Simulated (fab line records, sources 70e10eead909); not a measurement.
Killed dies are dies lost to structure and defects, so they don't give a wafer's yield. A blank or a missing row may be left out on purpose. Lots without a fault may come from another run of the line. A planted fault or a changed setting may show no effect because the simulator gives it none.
Problem report in the 8D (eight disciplines) form, filled by code | flow nand_harc | the parts of the form that need people (team, actions taken, sign-off) are left out

1. THE PROBLEM
thk_nm at NHARC_A_ONON_D2_THK_MEAS_30 reads a mean of 632 nm on 6 wafers of 2 lots; wafers without a fault read 1002 nm with a standard deviation of 10. That is -37 standard deviations from the usual mean.
The step: measures by ellipsometry.
First seen on wafer L557.3, day 18 03:44, on film_metro-01. The record holds 39 wafers of 13 lots with a number at this step. Rule for "out", or "out of limits": more than 4 standard deviations from the usual mean. The other wafers with a number count as sound.

2. WHAT IT IS AND WHAT IT IS NOT
question                    | is                     | is not
which readings at this step | thk_nm                 | -
which lots                  | L557, L560             | L544, L545, L546, L547, L548, L550, L562, L563, L564, L566, L567
which wafers of those lots  | all that have a number | -
read on which gauges        | film_metro-01          | film_metro-02
when                        | from day 18 03:44      | up to then (18 sound wafers); but 15 sound wafers of L562, L563, L564, L566, L567 came after

3. SUSPECTS, AND WHAT RULES EACH OUT
Counting: a tool at a process step up to the reading stays a suspect if it ran every lot that is out and no sound lot after the first of them.
- the gauge at NHARC_A_ONON_D2_THK_MEAS_30: ruled out. All the wafers that are out were read on film_metro-01, but those of them that NHARC_END_SORT_01 has rows for are out there too, on other tools.
- cmp-03 at NHARC_A_DECK1_JOINT_CMP_13 (polishes, target thk 51.023 nm): ruled out as a lasting fault. Sound lots L562, L567 ran on it after its first lot that is out, L557 (day 16 07:42).
- pecvd_onon-01 at NHARC_A_ONON_D2_DEP_28 (target thk 1000 nm): ruled out as a lasting fault. Sound lots L564, L566 ran on it after its first lot that is out, L557 (day 18 03:20).
Left after counting: nothing in the record.

4. THE CAUSE (what the simulator had put in)
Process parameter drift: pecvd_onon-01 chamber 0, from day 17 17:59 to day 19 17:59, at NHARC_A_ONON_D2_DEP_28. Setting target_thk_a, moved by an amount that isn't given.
Counting ruled it out, wrongly: the rule takes a fault to strike every lot that its tool runs from its start on, and this one did not.

5. THE CHAIN OF EFFECTS, in route order
Each row: a reading whose mean over the struck wafers that have a number lies more than 3 standard deviations from the usual. Only readings for which the record gives a usual standard deviation are gone through. hours: the time from each lot's start at the first step in this table that gives one to its start at this step, as a median over the lots. sigmas: the change in usual standard deviations.
hours | step                        | reading         | usual   | on struck wafers | change | sigmas
0     | NHARC_A_ONON_D2_THK_MEAS_30 | thk_nm          | 1002 nm | 632              | -370   | -37
269   | NHARC_END_SORT_01           | killed_at_array | 52      | 671              | +619   | +36
269   | NHARC_END_SORT_01           | killed_dies     | 57      | 677              | +620   | +39

6. WHAT WOULD HAVE CAUGHT IT SOONER
In this record the first reading out of limits at a measuring or inspecting step was taken at day 18 03:44, 10 hours after the fault began at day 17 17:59.
